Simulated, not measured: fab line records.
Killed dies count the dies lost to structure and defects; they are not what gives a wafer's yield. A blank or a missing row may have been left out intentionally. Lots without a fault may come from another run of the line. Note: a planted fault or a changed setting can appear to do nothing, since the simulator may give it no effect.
Comparing a struck lot with a sound one / flow nandHarc / 15 steps out of a route of 1302
Sound: wafers L815.4, L815.5, L815.6. Struck: wafers L831.1, L831.3, L831.6. The cause is given at the end.
Order at every step that has rows: each side's tool, ch and its chambers, its first start. Under that, the readings that differ: sound wafers / struck wafers / difference of the means / sigmas: that difference in standard deviations of wafers without a fault.
alike: readings whose means differ by less than 2 such deviations, and words and numbers that are the same on both sides. not compared: withheld readings, readings that some wafer has no value for, bounds like >300 that may hide the same value, and numbers for which the record gives no deviation and whose values overlap.
The two part at a step that has a row with sigmas, a row that says differs or no value, or rows on one side only. Numbers that don't overlap but have no deviation are shown without sigmas and don't part them. Lack of a reading on every wafer of one side parts them only where that side has two or more wafers.

first, 7 steps without rows for these wafers: NHARC_A_CONTACT_COAT_35 (time 65 s); NHARC_A_CONTACT_COAT_36 (resist thk 90 nm); NHARC_A_CONTACT_SOFTBAKE_37 (time 55 s); NHARC_A_CONTACT_EBR_38; NHARC_A_CONTACT_EXPOSE_39 (exposes mask A CC 3); NHARC_A_CONTACT_PEB_40 (peb time 65 s); NHARC_A_CONTACT_DEVELOP_41 (develop time 35 s).
NHARC_A_CONTACT_CD_MEAS_42 targets a cd of 300 nm.
  sound on cdSem-01 ch 0, day 22 04:27; struck on cdSem-01 ch 0, day 29 11:02
  alike: cdNm
NHARC_A_CONTACT_OVL_MEAS_43:
  struck on overlay-01, day 29 11:08; sound on overlay-01, day 22 04:32
reading=overlayXNm (nm); sound=-1.8 -1.8 -1.6; struck=1.6 2.2 1.6; difference=+3.5; sigmas=+4
  alike: overlayYNm
NHARC_A_CONTACT_INSPECT_44:
  struck on defectInspect-02, day 29 11:10; sound on defectInspect-01, day 22 04:34
reading=rawDefectCount; sound=18 20 20; struck=124 115 104; difference=+95; sigmas=+3
NHARC_A_CONTACT_DESCUM_47: chemistry O2, time 3 s.
  sound on rieDiel-11 ch 0,2,3, day 22 04:40; struck on rieDiel-11 ch 2,3, day 29 11:14
  alike: drypumpMotorCurrentA, oesProductAu, rfVppV, showerheadPlenumPTorr, throttleValvePct
  not compared: rfHoursCounterH
NHARC_A_CONTACT_ETCH_48: etches the open film in CF4, target depth 39 nm, time 65 s.
  sound on rieDiel-11 ch 2,3, day 22 04:43; struck on rieDiel-11 ch 0,1,2, day 29 11:19
  alike: biasW, cf4FlowSccm, drypumpMotorCurrentA, oesProductAu, rfVppV, showerheadPlenumPTorr, throttleValvePct
  not compared: rfHoursCounterH
NHARC_A_CONTACT_ETCH_49: etches the open film in N2/H2, target depth 260 nm, time 475.3 s.
  sound on rieDiel-11 ch 0,1,2, day 22 04:53; struck on rieDiel-11 ch 1,2,3, day 29 11:24
  no value came back on the struck wafers for any of 7 readings (biasW (W), chamberPressureMTorr (mTorr) and others); on the sound wafers biasW (W) reads 149.9 149.7 150.0
  not compared: rfHoursCounterH
NHARC_A_CONTACT_ETCH_50: etches the open film in CF4/CHF3, target depth 121 nm, time 60.5 s.
  sound: rieDiel-11 ch 1,2,3; struck: rieDiel-11 ch 0,3
  alike: biasW, cf4FlowSccm, drypumpMotorCurrentA, oesProductAu, rfVppV, showerheadPlenumPTorr, throttleValvePct
  not compared: rfHoursCounterH
-- the record jumps here: 3 days lie between the struck wafers' starts before and after (it left off in module A_CONTACT and takes up again in module END, whose first step shown is number 1302 of the route) --
NHARC_END_SORT_01:
  at this point the record logs the struck wafers (prober-01 ch 0, day 32 17:45) and has no rows for the sound ones

WHERE THEY PART
Last at NHARC_END_SORT_01 as far as this record goes, first at NHARC_A_CONTACT_OVL_MEAS_43.

WHY: what the simulator had put in
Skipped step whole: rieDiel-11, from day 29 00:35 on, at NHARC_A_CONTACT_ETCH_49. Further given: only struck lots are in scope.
